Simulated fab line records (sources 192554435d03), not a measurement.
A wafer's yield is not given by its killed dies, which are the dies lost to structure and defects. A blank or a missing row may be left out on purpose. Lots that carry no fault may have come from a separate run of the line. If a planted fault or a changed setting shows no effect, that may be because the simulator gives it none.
Comparing a struck lot with a sound one ; flow n5Finfet ; 34 steps out of a route of 1938
Sound: the wafers L233.3, L233.4, L233.6. Struck: wafers L243.2, L243.3, L243.6. The cause comes at the end.
For every step that has rows: the tool of each side, followed by ch and its chambers, followed by its first start. Under that, the readings that differ: sound wafers ; struck wafers ; difference of the means ; sigmas: that difference in standard deviations of wafers without a fault.
alike: a reading whose means differ by less than 2 such deviations, as well as words and numbers matching on both sides. not compared: withheld readings; readings where some wafer has no value; bounds like >300 that might hide an equal value; numbers whose values overlap and for which the record gives no deviation.
A row with sigmas, a row that says differs or no value, or rows on one side alone: a step with any of these is where the two part. When numbers do not overlap yet have no deviation, they are printed without sigmas and do not part them. A reading that every wafer of one side lacks parts them only if that side has two wafers or more.

first, 9 steps without rows for these wafers: N5_GATE_CUT_DESCUM_18 (chemistry O2, time 7 s); N5_GATE_CUT_ETCH_28 (etches underlayer in N2/H2, target depth 13 nm, time 10.4 s); N5_GATE_CUT_ETCH_36 (etches SiARC in CF4, target depth 13 nm, time 21.7 s); N5_GATE_CUT_ETCH_37 (etches SOC in N2/H2, target depth 60 nm, overetch 12 nm, time 90 s); N5_GATE_CUT_STRIP_38 (strips in N2/H2); N5_GATE_CUT_STRIP_39 (strips in N2/H2); N5_GATE_CUT_HM_OPEN_40 (chemistry C4F6/O2, target SiO2, target depth 139 nm, time 85.1 s); N5_GATE_CUT_STRIP_41 (strips in CF4); N5_GATE_CUT_STRIP_42 (strips in O2).
N5_GATE_CUT_ETCH_19: etches SiNx in CH3F/O2, target depth 53.7 nm, time 76.7 s.
  sound on rieDiel-02 ch 0,1,2, day 5 10:04; struck on rieDiel-02 ch 1,3, day 7 20:31
  alike: drypumpMotorCurrentA, etchRfOnTimeS, oesProductAu, rfVppV, showerheadPlenumPTorr, throttleValvePct
  not compared: rfHoursCounterH
then, 23 steps without rows for these wafers: N5_GATE_CUT_CUT_ETCH_53 (etches W in SF6/Cl2, target depth 79.2 nm); N5_GATE_CUT_CUT_ETCH_54 (etches TiN in Cl2/BCl3, target depth 96.7 nm); N5_GATE_CUT_CUT_ETCH_55 (etches HfO2 in BCl3, target depth 3.2 nm); N5_GATE_CUT_ETCH_47 (etches SiO2 in Cl2/BCl3, target depth 10 nm); N5_GATE_CUT_VAPOR_ETCH_48 (etches TiN in BCl3/Cl2); N5_GATE_CUT_VAPOR_ETCH_49 (etches TiAlC in BCl3/Cl2); N5_GATE_CUT_VAPOR_ETCH_51 (etches HfO2 in BCl3/Cl2); N5_GATE_CUT_STRIP_21 (strips in N2/H2, time 30 s); N5_GATE_CUT_STRIP_29 (strips in post etch residue remover, time 60 s); N5_GATE_CUT_SRD_52 (time 30 s); N5_GATE_CUT_ALD_22 (deposits SiNx, target thk 16 nm, pulse time 1 s, ald cycles 320); N5_GATE_CUT_CMP_23 (polishes, stops on SiO2, t overpolish 23.4 s, target thk 16 nm); N5_GATE_CUT_CMP_43 (polishes SiO2); N5_GATE_CUT_CMP_61 (polishes, stops on SiNx, t overpolish 3 s); N5_MOL_CONTACT_COAG_COAT_103 (time 60 s, resist thk 80 nm); N5_MOL_CONTACT_COAG_COAT_104 (time 60 s, resist thk 12 nm); N5_MOL_CONTACT_COAG_COAT_58 (time 60 s, resist thk 10 nm); N5_MOL_CONTACT_COAG_COAT_02 (resist thk 30 nm); N5_MOL_CONTACT_COAG_EBR_04; N5_MOL_CONTACT_COAG_SOFTBAKE_03 (time 60 s); N5_MOL_CONTACT_COAG_EXPOSE_05 (exposes mask CA, defocus 0 nm); N5_MOL_CONTACT_COAG_PEB_06 (peb time 60 s); N5_MOL_CONTACT_COAG_DEVELOP_07 (develop time 30 s).
-- the record jumps here: 8 days lie between the struck wafers' starts before and after (it left off in module MOL_CONTACT_COAG and takes up again in module PASSIVATION, whose first step shown is number 1936 of the route) --
N5_PASSIVATION_PROBE_49:
  sound: prober-02 at day 12 21:05; struck: prober-01 at day 15 18:49
reading;sound;struck;difference;sigmas
defectLimitedYield (%);91.4 94.3 91.8;78.4 82.5 80.7;-12.0;-7
killedAtFrontEnd;48 24 25;187 151 164;+135;+10
killedDies;102 67 97;255 207 228;+141;+7
sort_bin_5_function (%);5.2 4.0 4.2;13.4 10.7 10.8;+7.2;+7
sortNPass;1078 1113 1083;925 973 952;-141;-7
sortYieldPct (%);91.4 94.3 91.8;78.4 82.5 80.7;-12.0;-7
  alike: killed_at_M0_to_M3, killed_at_M4_up, killedAtContacts, killedAtOther, killedOpen, killedShort, sort_bin_6_memory, sort_bin_8_speed

WHERE THEY PART
Only at N5_PASSIVATION_PROBE_49, as far as this record shows.

WHY: what the simulator had put in
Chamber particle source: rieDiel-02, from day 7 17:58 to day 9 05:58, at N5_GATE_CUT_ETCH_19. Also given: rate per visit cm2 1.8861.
